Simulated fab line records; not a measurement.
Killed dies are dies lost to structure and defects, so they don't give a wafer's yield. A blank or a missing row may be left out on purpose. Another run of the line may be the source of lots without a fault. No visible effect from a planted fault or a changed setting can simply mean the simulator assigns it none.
fab line records	flow n5Finfet
[record] lots = 6	wafers = 18	lastDay = 18
route steps=1938 shown BEOL_M0_SAQP@651 BEOL_M4@1111 PASSIVATION@1936
lots untouched by any fault: they come from a run of this same line in which no faults occurred
startH: hours from the record's opening day to when the first of the lot's shown wafers began	waitH: hours since the lot's step before	" identical to the entry in the row above	L1.1+2: a single row standing in for several wafers	- value missing, or start not given	* or withheld: withheld	< > ~ a bound
route shown NAME@n: a module of which the file shows steps, and the number in the route of the first	usual: mean and standard deviation over wafers with no fault	same: alike in all rows	chamber/n: place in a boat	sites: each site's reading	_std_site: the standard deviation of these	_edge_site: mean of outer sites minus mean of inner sites	radiusMm: how far each site lies from the wafer's centre	mask NAME#n: copy n	behind: tool/chamber where the wafer was last shaped	hold: cause of the lot's hold/its duration in hours/its outcome	device: names the non-switching transistor (n, p or np)	end of line: the tests these same wafers got at the end of their route	a step without rows: its recipe alone	killed: count of dies lost to structure and defects at first sort (not the wafer's yield)	map: a wafer's dies, marking killed ones x, the rest . and places with no die _
set.NAME: the setting as run; set.NAME@STEP: as run at that earlier step	model.NAME: the simulator's own value behind a step, which no gauge read
lots at selected steps of the route; one table per step, one row per wafer
services: the hour from which a tool's chamber was out of use, counted from the record's first day as startH (under 0 if before that day), plus the number of hours and why
[[steps]]
[step N5_BEOL_M0_SAQP_INSPECT_16]
[recipe] mode = adi	inspectInstrument = brightfield
[usual] rawDefectCount = 484/150
lot.wafer	tool	chamber	startH	waitH	rawDefectCount
L653.3	defectInspect-01	-	156.12	0.0	388
L653.5	"	-	"	"	553
L653.6	"	-	"	"	484
L659.3	defectInspect-02	-	195.23	0.0	622
L659.5	"	-	"	"	472
L659.6	"	-	"	"	508
L662.3	defectInspect-01	-	209.72	0.0	393
L662.5	"	-	"	"	663
L662.6	"	-	"	"	502
L663.1	defectInspect-02	-	215.07	0.0	536
L663.2	"	-	"	"	685
L663.4	"	-	"	"	577
L664.1	defectInspect-02	-	218.05	0.0	712
L664.2	"	-	"	"	316
L664.3	"	-	"	"	556
L668.1	defectInspect-02	-	245.35	0.0	423
L668.3	"	-	"	"	564
L668.5	"	-	"	"	720
[step N5_BEOL_M0_SAQP_DESCUM_19]
[recipe] chemistry = O2	timeS = 7.9	sourcePowerW = 50	biasPowerW = 20	pressureMtorr = 20	rfFrequencyHz = 2.712e+07	tempC = 40	resist = CAR-ArF	o2FlowSccm = 225
[step N5_BEOL_M0_SAQP_ETCH_83]
[recipe] chemistry = CF4	target = SiARC	targetDepthA = 390	maskMaterial = CAR-ArF	timeS = 65	ionEnergyEv = 80	pressureMtorr = 40	sourceW = 545	biasW = 36	Ar_flow_sccm = 100	cf4FlowSccm = 100	ends = cleared
[usual] drypumpMotorCurrentA = 5.7/0.57	etchRfOnTimeS = 64.4/1.2	oesProductAu = 0.71/0.087	rfVppV = 184.6/1.3	showerheadPlenumPTorr = 2.18/0.069	throttleValvePct = 15.49/0.24
lot.wafer	tool	chamber	startH	waitH	drypumpMotorCurrentA	etchRfOnTimeS	oesProductAu	rfHoursCounterH	rfVppV	showerheadPlenumPTorr	throttleValvePct
L653.3	rieDiel-04	0	156.31	0.0	6.4	63.2	0.76	30	185.1	2.18	15.63
L653.5	"	2	"	"	5.4	62.8	0.79	-	184.2	2.27	15.36
L653.6	"	3	"	"	5.5	65.0	0.78	-	183.9	2.19	15.21
L659.3	rieDiel-06	0	195.30	0.0	5.9	66.2	0.76	27	185.2	2.18	15.30
L659.5	"	1	"	"	6.8	65.3	0.59	-	184.5	2.20	15.84
L659.6	"	2	"	"	5.5	63.5	0.78	-	184.2	2.11	15.14
L662.3	rieDiel-06	1	209.79	0.0	6.7	65.1	0.59	217	185.3	2.20	15.84
L662.5	"	3	"	"	6.0	63.9	0.66	-	183.5	2.15	15.53
L662.6	"	2	"	"	5.5	63.3	0.77	-	184.8	2.11	15.13
L663.1	rieDiel-06	2	215.20	0.0	5.5	62.8	0.77	26	182.4	2.11	15.16
L663.2	"	0	"	"	5.9	65.3	0.76	33	185.5	2.18	15.33
L663.4	"	1	"	"	6.7	64.3	0.59	218	185.2	2.20	15.86
L664.1	rieDiel-04	0	218.12	0.0	6.4	63.7	0.72	52	182.9	2.17	15.70
L664.2	"	3	"	"	5.5	64.8	0.74	36	185.2	2.18	15.27
L664.3	"	2	"	"	5.4	63.3	0.75	41	185.3	2.26	15.41
L668.1	rieDiel-03	3	245.45	0.0	6.2	63.1	0.75	35	186.5	2.27	15.58
L668.3	"	2	"	"	5.1	67.0	0.58	248	181.8	2.04	15.90
L668.5	"	1	"	"	5.4	65.7	0.62	-	184.5	2.20	15.73
[step N5_BEOL_M0_SAQP_ETCH_84]
[recipe] chemistry = N2/H2	target = SOC	targetDepthA = 1000	overetchA = 200	maskMaterial = SiARC	tempC = 40	timeS = 150	ionEnergyEv = 200	pressureMtorr = 30	sourceW = 840	biasW = 150	n2FlowSccm = 200	h2FlowSccm = 200
[usual] drypumpMotorCurrentA = 5.8/0.57	oesProductAu = 0.74/0.085	rfVppV = 525.1/2.7	showerheadPlenumPTorr = 2.60/0.091	tempC = 39.99/0.12	throttleValvePct = 17.76/0.25
lot.wafer	tool	chamber	startH	waitH	drypumpMotorCurrentA	oesProductAu	rfHoursCounterH	rfVppV	showerheadPlenumPTorr	tempC	throttleValvePct
L653.3	rieDiel-04	0	156.36	0.0	6.4	0.79	30	525.7	2.59	39.98	17.86
L653.5	"	2	"	"	5.4	0.81	-	529.7	2.70	39.84	17.66
L653.6	"	3	"	"	5.5	0.81	-	524.4	2.61	39.96	17.45
L659.3	rieDiel-06	0	195.35	0.0	5.9	0.81	27	525.3	2.61	39.80	17.69
L659.5	"	1	"	"	6.8	0.62	-	526.4	2.63	39.96	18.21
L659.6	"	2	"	"	5.5	0.80	-	522.3	2.51	40.06	17.38
L662.3	rieDiel-06	1	209.84	0.0	6.8	0.62	217	525.3	2.63	39.82	18.21
L662.5	"	3	"	"	6.0	0.69	-	524.3	2.56	39.90	17.73
L662.6	"	2	"	"	5.5	0.80	-	521.0	2.51	39.86	17.38
L663.1	rieDiel-06	2	215.25	0.0	5.5	0.79	26	522.5	2.50	39.92	17.39
L663.2	"	0	"	"	5.9	0.80	33	526.1	2.61	40.24	17.69
L663.4	"	1	"	"	6.8	0.61	218	525.4	2.63	40.16	18.21
L664.1	rieDiel-04	0	218.17	0.0	6.4	0.75	52	524.2	2.58	39.90	17.92
L664.2	"	3	"	"	5.5	0.76	36	523.7	2.60	39.92	17.49
L664.3	"	2	"	"	5.4	0.78	41	527.4	2.69	40.02	17.69
L668.1	rieDiel-03	3	245.50	0.0	6.3	0.77	35	528.1	2.71	39.74	17.87
L668.3	"	2	"	"	5.1	0.61	248	519.1	2.40	40.16	17.97
L668.5	"	1	"	"	5.4	0.65	-	525.5	2.64	39.87	18.15
[step N5_BEOL_M0_SAQP_STRIP_80]
[recipe] chemistry = N2/H2	tempC = 40	n2FlowSccm = 200	h2FlowSccm = 200	rfFrequencyHz = 6e+07
[step N5_BEOL_M0_SAQP_HM_OPEN_112]
[recipe] chemistry = CHF3/O2	target = SiO2	stopOn = a-Si	targetDepthA = 120	overEtchFrac = 1.25	maskMaterial = SOC	timeS = 13.5	pressureMtorr = 30	sourceW = 650	biasW = 170	Ar_flow_sccm = 200	CHF3_flow_sccm = 50	O2_flow_sccm = 5	ionEnergyEv = 200	ends = endPoint
[step N5_BEOL_M0_SAQP_STRIP_113]
[recipe] chemistry = CHF3/O2	resist = SiARC	rfFrequencyHz = 6e+07
[step N5_BEOL_M0_SAQP_MANDREL_ETCH_20]
[recipe] targetDepthA = 600	chemistry = HBr/Cl2	target = a-Si	stopOn = SiNx	btTimeS = 10	maskMaterial = SOC	overEtchFrac = 0.5	timeS = 30	pressureMtorr = 10	icpW = 800	biasW = 75	HBr_flow_sccm = 150	Cl2_flow_sccm = 80	ends = endPoint
[usual] drypumpMotorCurrentA = 5.8/0.34	oesProductAu = 0.772/0.013	throttleValvePct = 35.6/0.36
lot.wafer	tool	chamber	startH	waitH	drypumpMotorCurrentA	oesProductAu	rfHoursCounterH	throttleValvePct
L653.3	rieSi-03	2	156.55	0.0	6.0	0.767	143	36.0
L653.5	"	2	"	"	6.0	0.775	-	36.0
L653.6	"	0	"	"	5.5	0.788	-	34.7
L659.3	rieSi-03	0	195.54	0.0	5.5	0.782	82	34.8
L659.5	"	1	"	"	5.7	0.781	-	35.8
L659.6	"	0	"	"	5.5	0.800	-	34.8
L662.3	rieSi-03	3	210.03	0.0	5.4	0.786	167	35.3
L662.5	"	0	"	"	5.5	0.799	-	34.7
L662.6	"	1	"	"	5.7	0.783	-	35.8
L663.1	rieSi-04	0	215.44	0.0	5.9	0.756	8	35.8
L663.2	"	3	"	"	5.9	0.769	2	35.5
L663.4	"	2	"	"	6.0	0.774	2	35.9
L664.1	rieSi-04	3	218.36	0.0	6.0	0.752	2	35.5
L664.2	"	2	"	"	6.0	0.743	2	35.9
L664.3	"	0	"	"	5.9	0.742	8	35.8
L668.1	rieSi-04	1	245.69	0.0	5.3	0.774	133	35.7
L668.3	"	0	"	"	5.9	0.760	8	35.8
L668.5	"	2	"	"	6.1	0.763	-	35.8
[step N5_BEOL_M0_SAQP_STRIP_86]
[recipe] chemistry = N2/H2	powerW = 500	tempC = 40	pressureMtorr = 50	rfFrequencyHz = 6e+07	overashFraction = 0.3	biasPowerW = 28	h2Frac = 0.5	n2FlowSccm = 300	h2FlowSccm = 300
[step N5_BEOL_M0_SAQP_STRIP_115]
[recipe] chemistry = postEtchResidueRemover	timeS = 60	tempC = 25	removerPh = withheld	removerWaterWtPct = withheld	removerFluorideWtPct = withheld
[step N5_BEOL_M0_SAQP_SRD_93]
[recipe] dry = ipaMarangoni	timeS = 30	tempC = 23	rinseLiquid = diw
[step N5_BEOL_M0_SAQP_RECESS_114]
[recipe] chemistry = HF/NH3	target = SiO2	targetDepthA = 144	afsCycles = 3	tempC = 30	sublimationTempC = 180	sublimationTimeS = 60
[usual] drypumpMotorCurrentA = 6.09/0.19	sublimationTempC = 179.97/0.14	tempC = 29.99/0.1
[same] afsCycles = 3
lot.wafer	tool	chamber	startH	waitH	drypumpMotorCurrentA	sublimationTempC	tempC
L653.3	vaporEtch-02	0	156.90	0.1	6.26	180.17	29.89
L653.5	"	1	"	"	6.31	179.81	29.98
L653.6	"	0	"	"	6.25	179.81	29.81
L659.3	vaporEtch-01	1	195.89	0.1	5.78	179.95	30.05
L659.5	"	0	"	"	6.09	179.98	30.09
L659.6	"	1	"	"	5.78	179.98	30.10
L662.3	vaporEtch-01	0	210.38	0.1	6.11	180.12	30.14
L662.5	"	0	"	"	6.10	179.93	30.19
L662.6	"	1	"	"	5.80	180.04	30.21
L663.1	vaporEtch-01	1	215.67	0.0	5.81	180.04	29.98
L663.2	"	0	"	"	6.10	180.11	29.98
L663.4	"	1	"	"	5.82	180.15	30.06
L664.1	vaporEtch-01	0	218.59	0.0	6.10	180.04	29.89
L664.2	"	1	"	"	5.82	180.04	30.07
L664.3	"	0	"	"	6.07	179.91	29.81
L668.1	vaporEtch-01	0	245.92	0.0	6.09	180.05	30.04
L668.3	"	0	"	"	6.09	180.16	29.93
L668.5	"	0	"	"	6.11	179.94	29.96
[step N5_BEOL_M0_SAQP_SPACER1_ALD_98]
[recipe] material = SiO2	targetThkA = 128	tempC = 300	aldPrecursorFamily = BDEAS	aldCoReactant = O2-plasma	pulseTimeS = 1	purgeTimeS = 2	coReactantPurgeTimeS = 2	aldCycles = 138	pressureTorr = 2
[usual] chamberPressureTorr = 2.000/0.0043	heaterPowerW = 478/63	precursorPulseHeightRel = 1.000/0.021	susceptorTempC = 300.00/0.19
[same] purgeTimeS = 2
lot.wafer	tool	chamber	startH	waitH	chamberPressureTorr	heaterPowerW	precursorPulseHeightRel	sinceWetCleanH	susceptorTempC
L653.3	aldSin-04	2	157.17	0.1	1.998	339	1.017	344	299.87
L653.5	"	1	"	"	1.997	428	1.020	-	299.79
L653.6	"	2	"	"	2.002	336	1.012	-	299.87
L659.3	aldSin-01	0	196.15	0.1	1.993	493	0.997	187	300.18
L659.5	"	2	"	"	2.000	496	0.985	-	299.86
L659.6	"	3	"	"	2.000	436	0.957	-	299.92
L662.3	aldSin-04	1	210.65	0.1	2.003	406	1.023	19	299.85
L662.5	"	3	"	"	1.994	451	1.021	-	311.13
L662.6	"	0	"	"	2.009	571	0.978	-	299.85
L663.1	aldSin-03	2	216.23	0.4	1.995	544	0.968	314	299.77
L663.2	"	0	"	"	1.998	498	0.997	314	300.01
L663.4	"	0	"	"	1.997	486	1.016	-	300.13
L664.1	aldSin-04	2	218.98	0.3	1.994	315	1.027	27	299.98
L664.2	"	0	"	"	2.004	584	0.977	27	300.00
L664.3	"	3	"	"	1.999	458	0.991	27	311.31
L668.1	aldSin-01	1	246.31	0.3	1.999	450	0.987	237	299.68
L668.3	"	2	"	"	1.996	488	0.986	237	299.99
L668.5	"	2	"	"	2.002	488	1.025	-	300.24
[step N5_BEOL_M0_SAQP_SPACER1_ETCHBACK_99]
[recipe] chemistry = CHF3/O2	mode = anisotropicEtchback	target = SiO2	targetDepthA = 154	timeS = 7.7	pressureMtorr = 30	sourceW = 650	biasW = 170	Ar_flow_sccm = 200	CHF3_flow_sccm = 50	O2_flow_sccm = 5	ionEnergyEv = 200
[usual] drypumpMotorCurrentA = 5.6/0.55	oesProductAu = 0.84/0.095	rfVppV = 526/9	showerheadPlenumPTorr = 2.46/0.08	throttleValvePct = 18.80/0.2
lot.wafer	tool	chamber	startH	waitH	drypumpMotorCurrentA	oesProductAu	rfHoursCounterH	rfVppV	showerheadPlenumPTorr	throttleValvePct
L653.3	rieDiel-04	1	157.66	0.3	4.7	0.70	243	521	2.49	18.75
L653.5	"	3	"	"	5.5	0.91	-	530	2.47	18.57
L653.6	"	2	"	"	5.4	0.93	-	513	2.56	18.73
L659.3	rieDiel-04	2	196.63	0.3	5.4	0.89	33	514	2.56	18.75
L659.5	"	0	"	"	6.4	0.87	-	536	2.44	19.00
L659.6	"	2	"	"	5.4	0.90	-	516	2.56	18.74
L662.3	rieDiel-04	3	211.12	0.3	5.5	0.88	33	529	2.47	18.60
L662.5	"	3	"	"	5.5	0.87	-	530	2.47	18.62
L662.6	"	2	"	"	5.4	0.87	-	514	2.56	18.76
L663.1	rieDiel-04	0	216.70	0.3	6.5	0.87	51	535	2.44	18.99
L663.2	"	2	"	"	5.4	0.88	41	515	2.56	18.76
L663.4	"	3	"	"	5.5	0.87	35	530	2.47	18.62
L664.1	rieDiel-06	3	219.45	0.3	6.0	0.76	154	520	2.42	18.80
L664.2	"	0	"	"	5.9	0.89	35	538	2.47	18.72
L664.3	"	1	"	"	6.8	0.68	220	513	2.47	19.06
L668.1	rieDiel-03	1	246.78	0.3	5.4	0.73	209	532	2.47	18.96
L668.3	"	0	"	"	5.9	0.92	30	521	2.56	18.66
L668.5	"	0	"	"	5.9	0.92	-	520	2.56	18.66
[step N5_BEOL_M4_RC_MEAS_101]
[usual] DIBL_N = 36.3/1.7	DIBL_P = 36.0/1.9	IOFF_N = 0.156/0.028	IOFF_P = 0.21/0.036	ION_N = 675/11	ION_P = 463/7.8	SS_N = 71.6/0.59	SS_P = 73.2/0.63	VT_N = 250/3.1	VT_P = -251/3.4
lot.wafer	tool	chamber	startH	waitH	DIBL_N[mV/V]	DIBL_P[mV/V]	IOFF_N[nA/um]	IOFF_P[nA/um]	ION_N[uA/um]	ION_P[uA/um]	SS_N[mV/dec]	SS_P[mV/dec]	VT_N[mV]	VT_P[mV]
L653.3	prober-02	0	204.98	0.3	36.6	37.1	0.172	0.22	694	474	71.5	73.4	248	-250
L653.5	"	0	"	"	35.8	34.4	0.153	0.18	661	454	72.0	72.6	247	-251
L653.6	"	0	"	"	34.4	34.1	0.126	0.17	668	454	71.3	73.1	252	-255
L659.3	prober-02	0	248.62	0.3	35.5	36.9	0.142	0.18	672	455	71.6	72.8	254	-253
L659.5	"	0	"	"	36.5	37.8	0.150	0.19	669	459	71.2	74.1	255	-253
L659.6	"	0	"	"	38.2	39.8	0.205	0.23	685	463	72.3	73.4	248	-251
L662.3	prober-02	0	261.38	0.3	34.2	36.3	0.128	0.20	673	469	71.2	73.0	253	-250
L662.5	"	0	"	"	31.7	32.2	0.095	0.15	653	454	70.3	71.8	258	-256
L662.6	"	0	"	"	36.7	39.0	0.169	0.23	669	465	72.0	73.6	250	-252
L663.1	prober-01	0	272.16	0.0	36.4	37.0	0.159	0.21	678	465	71.9	73.8	250	-251
L663.2	"	0	"	"	38.9	38.0	0.211	0.24	691	471	72.3	73.8	246	-248
L663.4	"	0	"	"	36.6	36.1	0.149	0.19	677	463	71.8	73.3	250	-251
L664.1	prober-02	0	280.27	0.0	36.1	35.6	0.148	0.19	678	459	71.6	73.5	251	-254
L664.2	"	0	"	"	35.2	34.8	0.142	0.19	672	459	70.8	73.3	251	-251
L664.3	"	0	"	"	37.6	37.7	0.175	0.23	683	466	71.3	74.0	248	-252
L668.1	prober-01	0	320.07	0.0	39.5	37.7	0.194	0.27	682	475	71.8	74.2	247	-243
L668.3	"	0	"	"	38.9	37.6	0.184	0.26	681	471	71.8	73.9	247	-244
L668.5	"	0	"	"	37.0	35.2	0.149	0.22	663	461	71.9	72.4	250	-247
[step N5_PASSIVATION_PROBE_49]
[usual] defectLimitedYield = 91.5/1.5	killed_at_M0_to_M3 = 30/11	killed_at_M4_up = 13/4.9	killedAtContacts = 14/6.5	killedAtFrontEnd = 40/11	killedAtOther = 3.3/2.7	killedDies = 100/18	killedOpen = 67/14	killedShort = 32/7.8	sort_bin_5_function = 5.0/0.97	sort_bin_6_memory = 3.2/0.75	sortNPass = 1080/18	sortYieldPct = 91.5/1.5
[same] grossDies = 1180	killedAtBackSide = 0	sort_bin_4_leakage[%] = 0	sort_bin_8_speed[%] = 0
lot.wafer	tool	chamber	startH	waitH	defectLimitedYield[%]	killed_at_M0_to_M3	killed_at_M4_up	killedAtContacts	killedAtFrontEnd	killedAtOther	killedDies	killedOpen	killedShort	sort_bin_5_function[%]	sort_bin_6_memory[%]	sortNPass	sortYieldPct[%]
L653.3	prober-01	-	308.58	0.1	89.6	39	19	9	51	5	123	81	42	5.8	4.5	1057	89.6
L653.5	prober-01	-	308.68	0.2	92.1	28	10	13	41	1	93	63	30	5.4	2.0	1087	92.1
L653.6	prober-01	-	308.73	0.3	90.8	40	16	14	34	5	109	74	35	5.5	3.5	1071	90.8
L662.3	prober-01	-	366.63	0.1	93.1	17	7	14	41	2	81	48	32	4.2	2.3	1099	93.1
L662.5	prober-01	-	366.73	0.2	91.7	43	15	9	29	2	98	62	34	4.4	3.4	1082	91.7
L662.6	prober-01	-	366.78	0.3	92.8	17	8	20	35	5	85	56	21	4.2	2.2	1095	92.8
L659.3	prober-01	-	369.11	0.1	93.8	16	11	8	36	2	73	37	34	3.5	2.5	1107	93.8
L659.5	prober-01	-	369.21	0.2	90.7	26	11	10	58	5	110	72	38	5.4	3.4	1070	90.7
L659.6	prober-01	-	369.26	0.3	93.1	27	8	9	38	0	82	57	24	3.8	2.9	1098	93.1
L663.1	prober-01	-	379.45	0.0	94.7	20	8	10	24	1	63	43	20	3.1	2.1	1117	94.7
L663.2	prober-01	-	379.50	0.1	92.0	27	9	10	48	0	94	56	30	4.0	3.1	1086	92.0
L663.4	prober-01	-	379.60	0.2	92.7	21	7	5	51	2	86	53	33	4.7	2.5	1094	92.7
L664.1	prober-01	-	384.91	0.0	91.9	41	11	20	23	1	96	72	24	4.5	3.2	1084	91.9
L664.2	prober-01	-	384.96	0.1	93.4	25	8	11	33	1	78	55	22	4.0	2.2	1102	93.4
L664.3	prober-01	-	385.01	0.1	91.0	39	12	16	39	0	106	82	23	4.9	3.9	1074	91.0
L668.1	prober-02	-	422.72	0.0	90.6	43	10	2	55	1	111	80	31	6.4	2.8	1069	90.6
L668.3	prober-02	-	422.82	0.1	91.6	18	13	3	65	0	99	66	33	4.7	3.1	1081	91.6
L668.5	prober-02	-	422.92	0.2	90.4	39	19	9	45	1	113	83	27	6.3	3.1	1067	90.4
// killed by level:class
L653.3 FIN_SAQP:geometricParticle:short=14 DUMMY_GATE:geometricParticle:open=13 BEOL_M3:geometricParticle:open=12 BEOL_M2:geometricParticle:open=10 BEOL_M4:geometricParticle:open=9 MOL_CONTACT_COAG:geometricParticle:open=6 FIN_SAQP:geometricParticle:open=5 BEOL_M0_SAQP:geometricParticle:open=5
L653.5 MOL_CONTACT_COAG:geometricParticle:open=11 BEOL_M3:geometricParticle:open=8 FIN_SAQP:geometricParticle:short=7 FIN_SAQP:geometricParticle:open=6 DUMMY_GATE:geometricParticle:open=6 BEOL_M0_SAQP:geometricParticle:short=6 STI_FIN_REVEAL:geometricParticle:open=4 DUMMY_GATE:geometricParticle:short=4
L653.6 MOL_CONTACT_COAG:geometricParticle:open=12 BEOL_M2:geometricParticle:open=11 BEOL_M3:geometricParticle:open=8 FIN_SAQP:geometricParticle:short=7 BEOL_M4:geometricParticle:open=6 BEOL_M0_SAQP:geometricParticle:open=5 BEOL_M0_SAQP:geometricParticle:short=5 FIN_SAQP:geometricParticle:open=4
L662.3 MOL_CONTACT_COAG:geometricParticle:open=12 FIN_SAQP:geometricParticle:short=10 FIN_SAQP:geometricParticle:open=7 STI_FIN_REVEAL:geometricParticle:open=6 BEOL_M0_SAQP:geometricParticle:short=5 STI_FIN_REVEAL:geometricParticle:short=4 DUMMY_GATE:geometricParticle:open=4 BEOL_M3:geometricParticle:open=4
L662.5 BEOL_M0_SAQP:geometricParticle:short=11 BEOL_M2:geometricParticle:open=9 FIN_SAQP:geometricParticle:open=7 MOL_CONTACT_COAG:geometricParticle:open=7 BEOL_M0_SAQP:geometricParticle:open=6 BEOL_M3:geometricParticle:open=6 DUMMY_GATE:geometricParticle:open=5 BEOL_M1:geometricParticle:open=5
L662.6 MOL_CONTACT_COAG:geometricParticle:open=17 HKMG_FIN:areaEtch=8 DUMMY_GATE:geometricParticle:open=7 BEOL_M2:geometricParticle:open=6 FIN_SAQP:geometricParticle:short=5 BEOL_M3:geometricParticle:open=5 FIN_SAQP:geometricParticle:open=3 STI_FIN_REVEAL:geometricParticle:open=3
L659.3 FIN_SAQP:geometricParticle:short=10 STI_FIN_REVEAL:geometricParticle:open=6 BEOL_M0_SAQP:geometricParticle:short=6 MOL_CONTACT_COAG:geometricParticle:open=5 BEOL_M0_SAQP:geometricParticle:open=5 GATE_CUT:geometricParticle:short=4 FIN_SAQP:geometricParticle:open=3 GATE_CUT:geometricParticle:open=3
L659.5 STI_FIN_REVEAL:geometricParticle:open=20 FIN_SAQP:geometricParticle:open=13 BEOL_M0_SAQP:geometricParticle:short=9 MOL_CONTACT_COAG:geometricParticle:open=9 FIN_SAQP:geometricParticle:short=8 BEOL_M0_SAQP:geometricParticle:open=6 BEOL_M2:geometricParticle:open=5 MIM_TOP:geometricParticle:short=4
L659.6 STI_FIN_REVEAL:geometricParticle:open=8 BEOL_M3:geometricParticle:open=7 FIN_SAQP:geometricParticle:open=6 FIN_SAQP:geometricParticle:short=6 MOL_CONTACT_COAG:geometricParticle:open=6 DUMMY_GATE:geometricParticle:open=5 BEOL_M2:geometricParticle:open=5 GATE_CUT:geometricParticle:open=4
L663.1 MOL_CONTACT_COAG:geometricParticle:open=8 FIN_SAQP:geometricParticle:short=4 STI_FIN_REVEAL:geometricParticle:open=4 BEOL_M1:geometricParticle:open=4 BEOL_M2:geometricParticle:open=4 BEOL_M3:geometricParticle:open=4 DUMMY_GATE:geometricParticle:open=3 GATE_CUT:geometricParticle:short=3
L663.2 FIN_SAQP:geometricParticle:open=11 MOL_CONTACT_COAG:geometricParticle:open=8 BEOL_M3:geometricParticle:open=8 HKMG_FIN:areaEtch=7 DUMMY_GATE:geometricParticle:open=6 FIN_SAQP:geometricParticle:short=5 BEOL_M1:geometricParticle:open=5 STARTING-WAFER:geometricParticle:short=5
L663.4 FIN_SAQP:geometricParticle:short=8 STI_FIN_REVEAL:geometricParticle:open=6 DUMMY_GATE:geometricParticle:open=6 BEOL_M2:geometricParticle:open=5 FIN_SAQP:geometricParticle:open=4 GATE_CUT:geometricParticle:short=4 GATE_CUT:geometricParticle:open=4 BEOL_M3:geometricParticle:open=4
L664.1 MOL_CONTACT_COAG:geometricParticle:open=18 BEOL_M3:geometricParticle:open=11 FIN_SAQP:geometricParticle:open=9 BEOL_M0_SAQP:geometricParticle:short=9 BEOL_M0_SAQP:geometricParticle:open=7 FIN_SAQP:geometricParticle:short=6 BEOL_M1:geometricParticle:open=5 BEOL_M2:geometricParticle:open=5
L664.2 BEOL_M2:geometricParticle:open=13 MOL_CONTACT_COAG:geometricParticle:open=9 STI_FIN_REVEAL:geometricParticle:open=7 DUMMY_GATE:geometricParticle:open=5 BEOL_M1:geometricParticle:open=5 FIN_SAQP:geometricParticle:short=4 FIN_SAQP:geometricParticle:open=3 STI_FIN_REVEAL:geometricParticle:short=3
L664.3 BEOL_M1:geometricParticle:open=22 MOL_CONTACT_COAG:geometricParticle:open=16 FIN_SAQP:geometricParticle:open=11 FIN_SAQP:geometricParticle:short=7 GATE_CUT:geometricParticle:short=5 BEOL_M2:geometricParticle:open=5 DUMMY_GATE:geometricParticle:open=4 BEOL_M3:geometricParticle:open=4
L668.1 STI_FIN_REVEAL:geometricParticle:open=28 BEOL_M0:geometricParticle:open=10 BEOL_M0_SAQP:geometricParticle:open=9 BEOL_M0_SAQP:geometricParticle:short=8 GATE_CUT:geometricParticle:short=7 BEOL_M1:geometricParticle:open=6 BEOL_M2:geometricParticle:open=5 STI_FIN_REVEAL:geometricParticle:short=4
L668.3 STI_FIN_REVEAL:geometricParticle:open=27 BEOL_M4:geometricParticle:open=9 STI_FIN_REVEAL:geometricParticle:short=7 BEOL_M0_SAQP:geometricParticle:short=6 GATE_CUT:geometricParticle:short=6 FIN_SAQP:geometricParticle:short=5 BEOL_M0_SAQP:geometricParticle:open=5 STARTING-WAFER:geometricParticle:open=5
L668.5 STI_FIN_REVEAL:geometricParticle:open=22 BEOL_M4:geometricParticle:open=10 BEOL_M0_SAQP:geometricParticle:open=9 BEOL_M1:geometricParticle:open=9 MOL_CONTACT_COAG:geometricParticle:open=7 BEOL_M0_SAQP:geometricParticle:short=6 FIN_SAQP:geometricParticle:open=5 BEOL_M0:geometricParticle:open=5
[[services]]
tool	chamber	startH	hours	kind
aldSin-01	1	146.65	5.5	repair
rieSi-03	3	147.08	9.5	repair
rieSi-03	-	152.46	0.6	repair
aldSin-04	-	178.15	14.0	pm
aldSin-04	0	178.15	14.0	ventCycle
aldSin-04	1	178.15	14.0	ventCycle
aldSin-04	2	178.15	14.0	ventCycle
aldSin-04	3	178.15	14.0	ventCycle
rieDiel-04	1	179.78	2.1	repair
rieDiel-04	1	183.93	-	clean
rieDiel-04	1	183.93	-	consumableReplace:focusRing
rieDiel-04	1	183.93	21.3	scheduledDown
rieDiel-04	1	183.93	21.3	ventCycle
aldSin-03	1	184.49	81.6	repair
aldSin-04	0	192.15	-	clean
aldSin-04	1	192.15	-	clean
aldSin-04	2	192.15	-	clean
aldSin-04	3	192.15	-	clean
vaporEtch-02	-	209.43	28.1	pm
rieSi-03	1	213.18	11.3	repair
rieDiel-03	1	231.32	3.0	repair
rieDiel-06	2	238.25	3.6	repair
[[key]]
[firstSign] step = N5_BEOL_M0_SAQP_SPACER1_ALD_98	reading = susceptorTempC	direction = up	sigmas = 59	usual = *	struck = *
effect none on later readings
metAt N5_BEOL_M0_SAQP_SPACER1_ALD_98
struckWafers L662.5,L664.3
[fault] kind = processParameterDrift	tool = aldSin-04	chamber = 3	onsetH = 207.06	steps = N5_BEOL_M0_SAQP_SPACER1_ALD_98	channel = tempC	offset = *	shape = step	endH = 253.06	actsIn = *	stated = *
